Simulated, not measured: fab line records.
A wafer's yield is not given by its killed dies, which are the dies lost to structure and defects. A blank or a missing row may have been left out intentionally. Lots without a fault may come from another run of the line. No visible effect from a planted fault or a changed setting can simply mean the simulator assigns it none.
fab line records	flow n5_finfet
record: lots: 7	wafers: 21
route steps=1938 shown BEOL_M6@1194 BEOL_M7@1263
start_h: the number of hours between the record's first day and the start of the first shown wafer of the lot	wait_h: time in hours since the lot's previous step	" unchanged from the row above	L1.1+2: a row that stands for several wafers	- no value, or no start given	* or withheld: withheld	< > ~ a bound
route shown NAME@n: NAME is a module with steps in the file, n the number in the route of the first one	usual: the fault-free wafers' mean and standard deviation	same: alike in all rows	chamber/n: place in a boat	sites: readings site by site	_std_site: their standard deviation	_edge_site: the outer-site mean with the inner-site mean subtracted	radius_mm: for every site, how far away it sits from the centre of the wafer	mask NAME#n: copy n	behind: the last tool/chamber to shape the wafer	hold: reason for holding the lot/hours on hold/outcome of the hold	device: whichever transistor did not switch (one of n, p or np)	end of line: tests run on the same wafers once the route is complete	a step without rows: its recipe alone	killed: dies that structure and defects cost at the first sort, which is not the same as the wafer's yield	map: a wafer's dies, marking killed ones x, the rest . and places with no die _
set.NAME: the setting the step ran with; set.NAME@STEP: the setting that earlier step ran with	model.NAME: the simulator's own value behind a step, which no gauge read
lots run with intentionally changed settings; tables by step, rows by wafer
== steps ==
step: N5_BEOL_M6_ILD_DEP_00
recipe: material: SiCOH_lowk	target_thk_a: 1797.5	temp_c: 300	precursor: DEMS/porogen	pressure_torr: 5	rf_w: 500	time_s: 33.4
lot.wafer	tool	chamber	start_h	wait_h	set.time_s	model.SiCOH_lowk_of_BEOL_M6_ILD_DEP_00.thk_nm
L077.1	pecvd-03	1	228.62	0.0	33.4	178.2
L077.2	"	0	"	"	33.4	177.6
L077.6	"	2	"	"	33.4	182
L081.1	pecvd-01	2	250.00	0.0	34.85	187.4
L081.4	"	1	"	"	33.4	182.4
L081.6	"	0	"	"	33.4	180.8
L080.1	pecvd-03	1	251.83	0.0	33.4	178.6
L080.3	"	0	"	"	33.4	179.2
L080.4	"	2	"	"	33.4	182
L086.1	pecvd-01	1	282.48	0.0	33.4	178
L086.3	"	2	"	"	33.4	180.6
L086.5	"	1	"	"	33.4	182
L090.2	pecvd-03	0	287.21	0.0	28.94	154.2
L090.3	"	2	"	"	28.94	155.6
L090.5	"	1	"	"	28.94	157.2
L092.2	pecvd-03	1	313.20	0.0	33.4	179.8
L092.4	"	1	"	"	35.67	193.4
L092.6	"	1	"	"	35.67	192.6
L096.1	pecvd-03	1	321.14	0.0	33.4	177.2
L096.2+6	"	0,1	"	"	33.4	179
step: N5_BEOL_M6_CURE_74
recipe: temp_c: 385	time_s: 240	ambient: He/Ar	material: SiCOH_lowk
lot.wafer	tool	chamber	start_h	wait_h	set.time_s@BEOL_M6_ILD_DEP_00	model.SiCOH_lowk_of_BEOL_M6_ILD_DEP_00.thk_nm
L077.1	uv_cure-03	0	228.69	0.0	33.4	153.6
L077.2	"	0	"	"	33.4	153.2
L077.6	"	0	"	"	33.4	157
L081.1	uv_cure-02	2	250.08	0.1	34.85	161.6
L081.4	"	2	"	"	33.4	157.4
L081.6	"	2	"	"	33.4	155.8
L080.1	uv_cure-01	1	251.90	0.0	33.4	154
L080.3	"	1	"	"	33.4	154.4
L080.4	"	1	"	"	33.4	157
L086.1	uv_cure-03	2	282.62	0.1	33.4	153.4
L086.3	"	2	"	"	33.4	155.8
L086.5	"	2	"	"	33.4	156.8
L090.2	uv_cure-03	2	287.35	0.1	28.94	132.6
L090.3	"	2	"	"	28.94	134
L090.5	"	2	"	"	28.94	135.4
L092.2	uv_cure-02	1	313.36	0.1	33.4	155
L092.4	"	1	"	"	35.67	167
L092.6	"	1	"	"	35.67	166.2
L096.1	uv_cure-03	0	321.20	0.0	33.4	152.8
L096.2+6	"	0	"	"	33.4	154.4
step: N5_BEOL_M6_THK_MEAS_01
recipe: reads: SiCOH_lowk_of_BEOL_M6_ILD_DEP_00
usual: M6_ILD_THK: 155.4/1.7
lot.wafer	tool	chamber	start_h	wait_h	set.time_s@BEOL_M6_ILD_DEP_00	M6_ILD_THK[nm]
L077.1	film_metro-01	-	229.20	0.4	33.4	153.7
L077.2	"	-	"	"	33.4	153.1
L077.6	"	-	"	"	33.4	156.9
L081.1	film_metro-01	-	250.59	0.4	34.85	161.6
L081.4	"	-	"	"	33.4	157.4
L081.6	"	-	"	"	33.4	155.9
L080.1	film_metro-01	-	252.89	0.8	33.4	153.9
L080.3	"	-	"	"	33.4	154.4
L080.4	"	-	"	"	33.4	156.9
L086.1	film_metro-02	-	283.14	0.4	33.4	153.5
L086.3	"	-	"	"	33.4	155.9
L086.5	"	-	"	"	33.4	157.0
L090.2	film_metro-01	-	287.78	0.4	28.94	132.6
L090.3	"	-	"	"	28.94	134.0
L090.5	"	-	"	"	28.94	135.5
L092.2	film_metro-01	-	313.80	0.4	33.4	155.0
L092.4	"	-	"	"	35.67	167.0
L092.6	"	-	"	"	35.67	166.3
L096.1	film_metro-02	-	321.73	0.4	33.4	152.8
L096.2	"	-	"	"	33.4	154.3
L096.6	"	-	"	"	33.4	154.5
step: N5_BEOL_M6_EXPOSE_08
recipe: mask_id: M6	na: 1.35	source_shape: dipole	sigma_inner: 0.817	sigma_outer: 0.97	polarization: te	dose_mj: 68.25
lot.wafer	tool	chamber	start_h	wait_h	mask	set.dose_mj
L077.1	arfi_scanner-03	0	230.74	-	M6#0	68.25
L077.2+6	"	0	"	"	M6#0	72.2
L081.1+4	arfi_scanner-02	0	251.50	-	M6#0	69.66
L081.6	"	0	"	"	M6#0	68.25
L080.1+4	arfi_scanner-02	0	253.86	-	M6#0	68.25
L080.3	"	0	"	"	M6#0	71.82
L086.1+3+5	arfi_scanner-03	0	285.20	-	M6#0	68.25
L090.2	arfi_scanner-01	0	289.38	-	M6#0	68.25
L090.3+5	"	0	"	"	M6#0	65.12
L092.2+6	arfi_scanner-03	0	314.65	-	M6#0	68.25
L092.4	"	0	"	"	M6#0	63.96
L096.1+2+6	arfi_scanner-01	0	322.59	-	M6#0	68.25
step: N5_BEOL_M6_PEB_09
recipe: peb_temp_c: withheld	peb_time_s: 60	resist: CAR-ArF
step: N5_BEOL_M6_DEVELOP_10
recipe: develop_time_s: 30	developer: TMAH	resist: CAR-ArF	rinse_liquid: diw	dry: air_spin	dev_temp_c: 23
step: N5_BEOL_M6_CD_MEAS_11
recipe: target_cd_nm: 38.5	landing_energy_ev: 500	detector: se_inlens	polarity: opening
usual: cd_nm: 38.6/0.42
lot.wafer	tool	chamber	start_h	wait_h	set.dose_mj@BEOL_M6_EXPOSE_08	cd_nm
L077.1	cd_sem-02	0	230.87	-	68.25	39.0
L077.2	"	0	"	"	72.2	40.5
L077.6	"	0	"	"	72.2	41.9
L081.1	cd_sem-01	0	251.63	-	69.66	39.3
L081.4	"	0	"	"	69.66	39.3
L081.6	"	0	"	"	68.25	38.0
L080.1	cd_sem-01	0	253.99	-	68.25	38.3
L080.3	"	0	"	"	71.82	41.1
L080.4	"	0	"	"	68.25	38.9
L086.1	cd_sem-03	0	285.32	-	68.25	38.4
L086.3	"	0	"	"	68.25	38.5
L086.5	"	0	"	"	68.25	38.8
L090.2	cd_sem-02	0	289.51	-	68.25	38.9
L090.3	"	0	"	"	65.12	36.4
L090.5	"	0	"	"	65.12	36.5
L092.2	cd_sem-01	0	314.77	-	68.25	37.7
L092.4	"	0	"	"	63.96	35.2
L092.6	"	0	"	"	68.25	38.5
L096.1	cd_sem-03	0	322.71	-	68.25	38.9
L096.2	"	0	"	"	68.25	38.6
L096.6	"	0	"	"	68.25	38.8
step: N5_BEOL_M6_DESCUM_16
recipe: chemistry: O2	time_s: 7.9	source_power_w: 50	bias_power_w: 20	pressure_mtorr: 20	rf_frequency_hz: 2.712e+07	temp_c: 40	resist: CAR-ArF	o2_flow_sccm: 225
step: N5_BEOL_M6_ETCH_61
recipe: chemistry: CF4	target: SiARC	target_depth_a: 455	mask_material: CAR-ArF	time_s: 75.8	ion_energy_ev: 80	pressure_mtorr: 40	source_w: 545	bias_w: 36	Ar_flow_sccm: 100	cf4_flow_sccm: 100	ends: cleared
lot.wafer	tool	chamber	start_h	wait_h	set.dose_mj@BEOL_M6_EXPOSE_08	model.BEOL_M6.cd_offset_nm
L077.1	rie_diel-01	3	230.99	0.0	68.25	0.6
L077.2	"	2	"	"	72.2	2.2
L077.6	"	3	"	"	72.2	3.4
L081.1	rie_diel-03	2	251.75	0.0	69.66	1
L081.4	"	1	"	"	69.66	0.4
L081.6	"	0	"	"	68.25	0
L080.1	rie_diel-01	1	254.12	0.0	68.25	0.2
L080.3	"	0	"	"	71.82	3
L080.4	"	3	"	"	68.25	0.4
L086.1	rie_diel-03	2	285.64	0.0	68.25	0
L086.3	"	1	"	"	68.25	-0.2
L086.5	"	1	"	"	68.25	-0.4
L090.2	rie_diel-03	1	290.16	0.0	68.25	0.6
L090.3	"	0	"	"	65.12	-2
L090.5	"	1	"	"	65.12	-2.2
L092.2	rie_diel-06	2	314.89	0.0	68.25	-0.8
L092.4	"	1	"	"	63.96	-3
L092.6	"	2	"	"	68.25	0
L096.1+6	rie_diel-06	3,1	322.84	0.0	68.25	0.2
L096.2	"	1	"	"	68.25	0.4
step: N5_BEOL_M6_ETCH_62
recipe: chemistry: N2/H2	target: SOC	target_depth_a: 1100	overetch_a: 220	mask_material: SiARC	temp_c: 40	time_s: 165	ion_energy_ev: 200	pressure_mtorr: 30	source_w: 840	bias_w: 150	n2_flow_sccm: 200	h2_flow_sccm: 200
step: N5_BEOL_M6_STRIP_68
recipe: chemistry: N2/H2	temp_c: 40	n2_flow_sccm: 200	h2_flow_sccm: 200	rf_frequency_hz: 6e+07
step: N5_BEOL_M6_STRIP_67
recipe: chemistry: CF4	resist: SiARC	power_w: 300	bias_power_w: 75	pressure_mtorr: 50	cf4_flow_sccm: 150	rf_frequency_hz: 6e+07
step: N5_BEOL_M6_HM_OPEN_17
recipe: chemistry: Cl2/BCl3	target_depth_a: 200	overetch_a: 60	target: TiN	mask_material: SOC	ion_energy_ev: 150	pressure_mtorr: 10	icp_w: 1000	bias_w: 126	Cl2_flow_sccm: 53.25	bcl3_flow_sccm: 21.75	Ar_flow_sccm: 25
lot.wafer	tool	chamber	start_h	wait_h	set.dose_mj@BEOL_M6_EXPOSE_08	model.BEOL_M6.cd_offset_nm
L077.1	rie_metal-02	0	231.23	0.0	68.25	1
L077.2	"	1	"	"	72.2	2.2
L077.6	"	1	"	"	72.2	3.8
L081.1	rie_metal-03	1	251.99	0.0	69.66	0.8
L081.4	"	1	"	"	69.66	0.4
L081.6	"	1	"	"	68.25	-0.2
L080.1	rie_metal-03	1	254.36	0.0	68.25	0
L080.3	"	1	"	"	71.82	3.2
L080.4	"	0	"	"	68.25	0.6
L086.1+3	rie_metal-03	0,1	285.88	0.0	68.25	0
L086.5	"	0	"	"	68.25	-0.6
L090.2	rie_metal-02	0	290.41	0.0	68.25	0.6
L090.3	"	1	"	"	65.12	-1.8
L090.5	"	1	"	"	65.12	-2.2
L092.2	rie_metal-02	0	315.13	0.0	68.25	-1
L092.4	"	1	"	"	63.96	-3
L092.6	"	1	"	"	68.25	-0.2
L096.1	rie_metal-03	0	323.08	0.0	68.25	0.2
L096.2	"	1	"	"	68.25	0.6
L096.6	"	1	"	"	68.25	0.4
step: N5_BEOL_M6_STRIP_19
recipe: chemistry: O2	power_w: 400	temp_c: 40	pressure_mtorr: 30	rf_frequency_hz: 6e+07	bias_power_w: 0	overash_fraction: 0.2	o2_flow_sccm: 225
step: N5_BEOL_M6_CD_MEAS_18
recipe: pitch_nm: 80	target_cd_nm: 40
usual: cd_nm: 40.1/0.46
lot.wafer	tool	chamber	start_h	wait_h	set.dose_mj@BEOL_M6_EXPOSE_08	cd_nm
L077.1	cd_sem-01	-	231.41	0.0	68.25	40.9
L077.2	"	-	"	"	72.2	42.1
L077.6	"	-	"	"	72.2	43.6
L081.1	cd_sem-02	-	252.22	0.0	69.66	40.8
L081.4	"	-	"	"	69.66	40.2
L081.6	"	-	"	"	68.25	39.8
L080.1	cd_sem-01	-	254.54	0.0	68.25	40.0
L080.3	"	-	"	"	71.82	43.0
L080.4	"	-	"	"	68.25	40.6
L086.1	cd_sem-01	-	286.20	0.1	68.25	40.3
L086.3	"	-	"	"	68.25	39.9
L086.5	"	-	"	"	68.25	39.2
L090.2	cd_sem-01	-	290.59	0.1	68.25	40.6
L090.3	"	-	"	"	65.12	38.3
L090.5	"	-	"	"	65.12	37.9
L092.2	cd_sem-03	-	315.32	0.1	68.25	39.2
L092.4	"	-	"	"	63.96	36.9
L092.6	"	-	"	"	68.25	39.7
L096.1	cd_sem-01	-	323.26	0.0	68.25	40.4
L096.2	"	-	"	"	68.25	40.9
L096.6	"	-	"	"	68.25	40.4
step: N5_BEOL_M6_COAT_63
recipe: resist: SOC	temp_c: 250	time_s: 60	spin_rpm: 1500	resist_thk_nm: 60
step: N5_BEOL_M6_COAT_64
recipe: resist: SiARC	temp_c: 220	time_s: 60	spin_rpm: 1500	resist_thk_nm: 12
step: N5_BEOL_M6_PRECLEAN_42
recipe: chemistry: residue_remover	time_s: 60	temp_c: 40
step: N5_BEOL_M6_SRD_43
recipe: time_s: 30	temp_c: 23	rinse_liquid: diw	dry: ipa_marangoni
step: N5_BEOL_M6_CD_MEAS_35
recipe: target_cd_nm: 40	target_cd_y_nm: 28	polarity: opening
usual: cd_nm: 40.1/0.48
lot.wafer	tool	chamber	start_h	wait_h	set.dose_mj@BEOL_M6_EXPOSE_08	cd_nm
L077.1	cd_sem-02	-	233.43	0.0	68.25	41.1
L077.2	"	-	"	"	72.2	42.3
L077.6	"	-	"	"	72.2	43.7
L081.1	cd_sem-02	-	253.41	0.0	69.66	40.6
L081.4	"	-	"	"	69.66	40.5
L081.6	"	-	"	"	68.25	39.6
L080.1	cd_sem-01	-	256.47	0.0	68.25	39.8
L080.3	"	-	"	"	71.82	43.0
L080.4	"	-	"	"	68.25	40.3
L086.1	cd_sem-01	-	289.50	0.0	68.25	40.1
L086.3	"	-	"	"	68.25	39.7
L086.5	"	-	"	"	68.25	39.5
L090.2	cd_sem-02	-	293.70	0.0	68.25	40.6
L090.3	"	-	"	"	65.12	38.3
L090.5	"	-	"	"	65.12	37.4
L092.2	cd_sem-02	-	320.36	0.0	68.25	39.1
L092.4	"	-	"	"	63.96	36.9
L092.6	"	-	"	"	68.25	39.8
L096.1	cd_sem-01	-	325.45	0.0	68.25	40.2
L096.2	"	-	"	"	68.25	40.5
L096.6	"	-	"	"	68.25	40.1
step: N5_BEOL_M7_ILD_DEP_00
recipe: material: SiCOH_lowk	target_thk_a: 1797.5	temp_c: 300	precursor: DEMS/porogen	pressure_torr: 5	rf_w: 500	time_s: 33.4
lot.wafer	tool	chamber	start_h	wait_h	set.time_s	model.SiCOH_lowk_of_BEOL_M7_ILD_DEP_00.thk_nm
L077.1	pecvd-02	1	236.16	0.0	33.4	178.8
L077.2	"	0	"	"	31.03	165.6
L077.6	"	0	"	"	31.03	167.2
L081.1	pecvd-04	1	256.77	0.0	33.4	178
L081.4	"	1	"	"	37.21	202.4
L081.6	"	2	"	"	37.21	201.6
L080.1	pecvd-01	1	260.27	0.0	33.4	178.6
L080.3	"	0	"	"	33.4	178.8
L080.4	"	0	"	"	33.4	183.6
L086.1	pecvd-01	2	292.74	0.0	33.4	177.8
L086.3	"	1	"	"	35.93	190.2
L086.5	"	2	"	"	33.4	180.6
L090.2	pecvd-02	2	296.38	0.0	33.4	179
L090.3	"	2	"	"	33.4	182.8
L090.5	"	0	"	"	33.4	179.8
L092.2	pecvd-02	0	323.83	0.0	36.21	193.8
L092.4	"	0	"	"	33.4	180
L092.6	"	2	"	"	36.21	196.6
L096.1	pecvd-04	2	328.24	0.0	33.4	178.4
L096.2	"	0	"	"	33.4	179.6
L096.6	"	0	"	"	33.4	181.6
step: N5_BEOL_M7_CURE_74
recipe: temp_c: 385	time_s: 240	ambient: He/Ar	material: SiCOH_lowk
lot.wafer	tool	chamber	start_h	wait_h	set.time_s@BEOL_M7_ILD_DEP_00	model.SiCOH_lowk_of_BEOL_M7_ILD_DEP_00.thk_nm
L077.1	uv_cure-03	0	236.23	0.0	33.4	154.2
L077.2	"	0	"	"	31.03	142.6
L077.6	"	0	"	"	31.03	144
L081.1	uv_cure-03	2	256.83	0.0	33.4	153.6
L081.4	"	2	"	"	37.21	174.8
L081.6	"	2	"	"	37.21	174
L080.1	uv_cure-02	1	260.34	0.0	33.4	154
L080.3	"	1	"	"	33.4	154.2
L080.4	"	1	"	"	33.4	158.4
L086.1	uv_cure-02	0	292.80	0.0	33.4	153.4
L086.3	"	0	"	"	35.93	164.2
L086.5	"	0	"	"	33.4	155.8
L090.2	uv_cure-02	1	296.55	0.1	33.4	154.4
L090.3	"	1	"	"	33.4	157.8
L090.5	"	1	"	"	33.4	155
L092.2	uv_cure-02	0	324.22	0.4	36.21	167.2
L092.4	"	0	"	"	33.4	155.2
L092.6	"	0	"	"	36.21	169.8
L096.1	uv_cure-02	0	328.31	0.0	33.4	154
L096.2	"	0	"	"	33.4	154.8
L096.6	"	0	"	"	33.4	156.6
step: N5_BEOL_M7_THK_MEAS_01
recipe: reads: SiCOH_lowk_of_BEOL_M7_ILD_DEP_00
usual: M7_ILD_THK: 155.3/1.6
lot.wafer	tool	chamber	start_h	wait_h	set.time_s@BEOL_M7_ILD_DEP_00	M7_ILD_THK[nm]
L077.1	film_metro-02	-	236.74	0.4	33.4	154.2
L077.2	"	-	"	"	31.03	142.8
L077.6	"	-	"	"	31.03	144.0
L081.1	film_metro-01	-	257.34	0.4	33.4	153.6
L081.4	"	-	"	"	37.21	174.7
L081.6	"	-	"	"	37.21	174.0
L080.1	film_metro-01	-	260.86	0.4	33.4	154.1
L080.3	"	-	"	"	33.4	154.1
L080.4	"	-	"	"	33.4	158.2
L086.1	film_metro-02	-	293.32	0.4	33.4	153.4
L086.3	"	-	"	"	35.93	164.1
L086.5	"	-	"	"	33.4	155.8
L090.2	film_metro-01	-	296.98	0.4	33.4	154.4
L090.3	"	-	"	"	33.4	157.7
L090.5	"	-	"	"	33.4	155.0
L092.2	film_metro-02	-	324.65	0.4	36.21	167.1
L092.4	"	-	"	"	33.4	155.3
L092.6	"	-	"	"	36.21	169.8
L096.1	film_metro-02	-	328.82	0.4	33.4	153.9
L096.2	"	-	"	"	33.4	154.9
L096.6	"	-	"	"	33.4	156.5
step: N5_BEOL_M7_PECVD_70
recipe: material: SiO2	target_thk_a: 200	temp_c: 400	precursor: TEOS/O2	pressure_torr: 5.5	rf_w: 450	teos_flow_sccm: 53.8	gas: O2	flow_sccm: 3000	time_s: 22.7
lot.wafer	tool	chamber	start_h	wait_h	set.temp_c	model.SiO2_of_BEOL_M7_PECVD_70.thk_nm
L077.1	pecvd-02	2	236.78	0.0	391.8	21.2
L077.2	"	1	"	"	400	19.6
L077.6	"	0	"	"	391.8	21.4
L081.1	pecvd-01	1	257.38	0.0	400	20
L081.4	"	1	"	"	384.2	22.2
L081.6	"	2	"	"	400	20.4
L080.1	pecvd-02	0	260.90	0.0	400	20.2
L080.3	"	2	"	"	406.1	19.2
L080.4	"	1	"	"	400	20
L086.1	pecvd-02	0	293.35	0.0	400	19.8
L086.3	"	2	"	"	400	20.6
L086.5	"	0	"	"	400	20
L090.2	pecvd-01	2	297.02	0.0	387.5	21.2
L090.3	"	0	"	"	387.5	20.8
L090.5	"	2	"	"	400	19.6
L092.2	pecvd-01	0	324.69	0.0	400	19.6
L092.4+6	"	1,2	"	"	394.5	20.8
L096.1+2	pecvd-04	0,1	328.87	0.0	400	19.6
L096.6	"	1	"	"	400	20
step: N5_BEOL_M7_HM_DEP_02
recipe: material: TiN	target_thk_a: 200	temp_c: 25	chamber_pressure_pa: 0.49996
step: N5_BEOL_M7_COAT_59
recipe: resist: SOC	temp_c: 250	time_s: 60	spin_rpm: 1500	resist_thk_nm: 100
step: N5_BEOL_M7_STRIP_80
recipe: chemistry: N2/H2	time_s: 10	power_w: 450	temp_c: 40	pressure_mtorr: 20	rf_frequency_hz: 6e+07	bias_power_w: 7	n2_flow_sccm: 200	h2_flow_sccm: 200
step: N5_BEOL_M7_HM_STRIP_39
recipe: chemistry: peroxide_tin_strip	material: TiN	target_depth_a: 250	temp_c: 50	time_s: 158
lot.wafer	tool	chamber	start_h	wait_h	set.temp_c@BEOL_M7_PECVD_70	model.SiO2_of_BEOL_M7_PECVD_70.thk_nm
L077.1	wet_bench-02	6	243.76	0.0	391.8	21
L077.2	"	4	"	"	400	19.6
L077.6	"	1	"	"	391.8	21.2
L081.1	wet_bench-02	0	264.77	0.0	400	19.8
L081.4	"	2	"	"	384.2	22.2
L081.6	"	4	"	"	400	20.2
L080.1	wet_bench-05	5	269.94	0.0	400	20
L080.3	"	2	"	"	406.1	19
L080.4	"	0	"	"	400	19.8
L086.1	wet_bench-04	6	296.78	0.0	400	19.6
L086.3	"	5	"	"	400	20.4
L086.5	"	0	"	"	400	20
L090.2	wet_bench-04	5	302.58	0.0	387.5	21
L090.3	"	1	"	"	387.5	20.8
L090.5	"	7	"	"	400	19.4
L092.2	wet_bench-02	6	327.47	0.0	400	19.4
L092.4	"	5	"	"	394.5	20.8
L092.6	"	4	"	"	394.5	20.6
L096.1	wet_bench-02	0	334.22	0.0	400	19.4
L096.2	"	7	"	"	400	19.6
L096.6	"	1	"	"	400	19.8
step: N5_BEOL_M7_DEP_56
recipe: material: SiCN	target_thk_a: 100	temp_c: withheld	precursor: 3MS/NH3	pressure_torr: 3	rf_w: 202	time_s: 17.5
lot.wafer	tool	chamber	start_h	wait_h	set.time_s	model.SiCN_of_BEOL_M7_DEP_56.thk_nm
L077.1	pecvd-02	0	246.06	0.0	17.5	10
L077.2	"	1	"	"	17.5	9.8
L077.6	"	0	"	"	14.91	8.6
L081.1	pecvd-02	2	268.70	0.0	17.5	10
L081.4+6	"	2,0	"	"	17.5	10.2
L080.1+3	pecvd-01	2,1	272.46	0.0	17.5	10
L080.4	"	2	"	"	17.5	10.2
L086.1	pecvd-02	0	300.29	0.0	17.5	9.8
L086.3	"	2	"	"	19.15	10.6
L086.5	"	2	"	"	17.5	10
L090.2	pecvd-01	2	305.34	0.0	17.5	10
L090.3	"	0	"	"	16.08	9
L090.5	"	0	"	"	16.08	9.2
L092.2+4	pecvd-02	1,0	330.62	0.0	19.59	11.4
L092.6	"	1	"	"	19.59	11.2
L096.1+2	pecvd-01	1,0	336.40	0.0	17.5	10
L096.6	"	1	"	"	17.5	10.2
== key ==
split: step: N5_BEOL_M6_ILD_DEP_00	setting: time_s	stated: 33.4	by: wafer
response: step: N5_BEOL_M6_ILD_DEP_00	reading: model.SiCOH_lowk_of_BEOL_M6_ILD_DEP_00.thk_nm	change: +1.77	per: 1%	r: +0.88
response: step: N5_BEOL_M6_CURE_74	reading: model.SiCOH_lowk_of_BEOL_M6_ILD_DEP_00.thk_nm	change: +1.55	per: 1%	r: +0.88
response: step: N5_BEOL_M6_THK_MEAS_01	reading: M6_ILD_THK	change: +1.55	per: 1%	r: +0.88
split: step: N5_BEOL_M6_EXPOSE_08	setting: dose_mj	stated: 68.25	by: wafer
response: step: N5_BEOL_M6_CD_MEAS_11	reading: cd_nm	change: +0.467	per: 1%	r: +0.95
response: step: N5_BEOL_M6_ETCH_61	reading: model.BEOL_M6.cd_offset_nm	change: +0.454	per: 1%	r: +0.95
response: step: N5_BEOL_M6_HM_OPEN_17	reading: model.BEOL_M6.cd_offset_nm	change: +0.441	per: 1%	r: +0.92
response: step: N5_BEOL_M6_CD_MEAS_18	reading: cd_nm	change: +0.426	per: 1%	r: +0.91
response: step: N5_BEOL_M6_CD_MEAS_35	reading: cd_nm	change: +0.453	per: 1%	r: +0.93
split: step: N5_BEOL_M7_ILD_DEP_00	setting: time_s	stated: 33.4	by: wafer
response: step: N5_BEOL_M7_ILD_DEP_00	reading: model.SiCOH_lowk_of_BEOL_M7_ILD_DEP_00.thk_nm	change: +1.86	per: 1%	r: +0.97
response: step: N5_BEOL_M7_CURE_74	reading: model.SiCOH_lowk_of_BEOL_M7_ILD_DEP_00.thk_nm	change: +1.62	per: 1%	r: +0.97
response: step: N5_BEOL_M7_THK_MEAS_01	reading: M7_ILD_THK	change: +1.61	per: 1%	r: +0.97
split: step: N5_BEOL_M7_PECVD_70	setting: temp_c	stated: 400	by: wafer
response: step: N5_BEOL_M7_PECVD_70	reading: model.SiO2_of_BEOL_M7_PECVD_70.thk_nm	change: -0.556	per: 1%	r: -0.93
response: step: N5_BEOL_M7_HM_STRIP_39	reading: model.SiO2_of_BEOL_M7_PECVD_70.thk_nm	change: -0.58	per: 1%	r: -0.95
split: step: N5_BEOL_M7_DEP_56	setting: time_s	stated: 17.5	by: wafer
response: step: N5_BEOL_M7_DEP_56	reading: model.SiCN_of_BEOL_M7_DEP_56.thk_nm	change: +0.0887	per: 1%	r: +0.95
